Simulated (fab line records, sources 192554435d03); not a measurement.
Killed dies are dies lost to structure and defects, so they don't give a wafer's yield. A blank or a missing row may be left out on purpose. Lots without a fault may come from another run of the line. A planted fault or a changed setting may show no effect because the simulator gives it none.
Which tool did it? | flow n5_finfet | 10 lots, 30 wafers sampled, at 4 steps of a route of 1938

WHAT THE GAUGES READ, wafer by wafer
N5_BEOL_M10_CD_MEAS_18: pitch 140 nm, target cd 70 nm.
lot  | measured     | on        | cd_nm (nm)
L077 | day 13 20:16 | cd_sem-01 | 70.2 67.9 69.8
L076 | day 14 09:31 | cd_sem-01 | 69.3 69.9 69.9
L082 | day 14 22:44 | cd_sem-02 | 70.7 71.0 71.0
L086 | day 16 06:29 | cd_sem-02 | 69.0 69.7 69.5
L084 | day 16 18:22 | cd_sem-02 | 70.6 70.5 70.2
L090 | day 17 09:40 | cd_sem-03 | 70.1 70.1 70.7
L088 | day 17 23:04 | cd_sem-01 | 69.7 70.2 68.7
L091 | day 18 04:50 | cd_sem-01 | 70.6 70.5 70.0
L094 | day 18 11:09 | cd_sem-01 | 69.5 68.9 69.1
L097 | day 19 16:53 | cd_sem-02 | 69.7 70.7 70.9

WHICH TOOL RAN EACH LOT (tool, then ch and the chambers of the sampled wafers, then the start)
lot  | N5_BEOL_M10_CURE_71           | N5_BEOL_M10_PECVD_70            | N5_BEOL_M10_ETCH_61
L077 | uv_cure-03 ch 2, day 13 18:19 | pecvd-03 ch 0,1,2, day 13 18:47 | rie_diel-01 ch 0,1,2, day 13 19:52
L076 | uv_cure-03 ch 2, day 14 06:46 | pecvd-02 ch 0,1,2, day 14 07:14 | rie_diel-04 ch 1,2, day 14 09:02
L082 | uv_cure-02 ch 2, day 14 18:57 | pecvd-03 ch 0,1,2, day 14 19:20 | rie_diel-04 ch 0,1,3, day 14 22:19
L086 | uv_cure-02 ch 2, day 16 04:55 | pecvd-03 ch 0,1, day 16 05:23   | rie_diel-01 ch 0,1,3, day 16 06:04
L084 | uv_cure-02 ch 0, day 16 15:55 | pecvd-03 ch 0,2, day 16 16:28   | rie_diel-04 ch 0,1,2, day 16 17:53
L090 | uv_cure-03 ch 2, day 17 07:07 | pecvd-04 ch 0,1,2, day 17 07:31 | rie_diel-01 ch 0,1, day 17 09:14
L088 | uv_cure-03 ch 1, day 17 19:59 | pecvd-04 ch 0,2, day 17 20:27   | rie_diel-03 ch 0,3, day 17 22:26
L091 | uv_cure-03 ch 0, day 18 02:40 | pecvd-02 ch 0,2, day 18 03:05   | rie_diel-04 ch 1,2, day 18 04:25
L094 | uv_cure-02 ch 2, day 18 08:24 | pecvd-02 ch 0,1,2, day 18 08:52 | rie_diel-01 ch 0,1,2, day 18 10:44
L097 | uv_cure-02 ch 1, day 19 13:59 | pecvd-03 ch 0,1,2, day 19 14:19 | rie_diel-01 ch 0,1,3, day 19 16:29
- N5_BEOL_M10_CURE_71: cures SiCOH lowk, time 240 s.
- N5_BEOL_M10_PECVD_70: deposits SiO2 from TEOS/O2, target thk 20 nm, time 22.7 s.
- N5_BEOL_M10_ETCH_61: etches SiARC in CF4, target depth 39 nm, time 65 s.

THE ANSWER, worked out from the rows above alone
Rule: what is usual is taken from the lots themselves. Put in order of their means at a reading, lots are off if they are a third of the lots or fewer, leave a main group of 4 or more, and stand apart from it by a gap of 3 or more times the standard deviation of the main group's means; of several such gaps the widest counts. A main group whose means are all the same, to the digits that the tables above print for the reading, isn't used. A lot without any number at a reading at which 4 lots or more have one is off too. The other lots that the step has rows for count as sound.
No lot is off at any reading shown: from this, nothing can be told.

WHAT THE SIMULATOR HAD PUT IN
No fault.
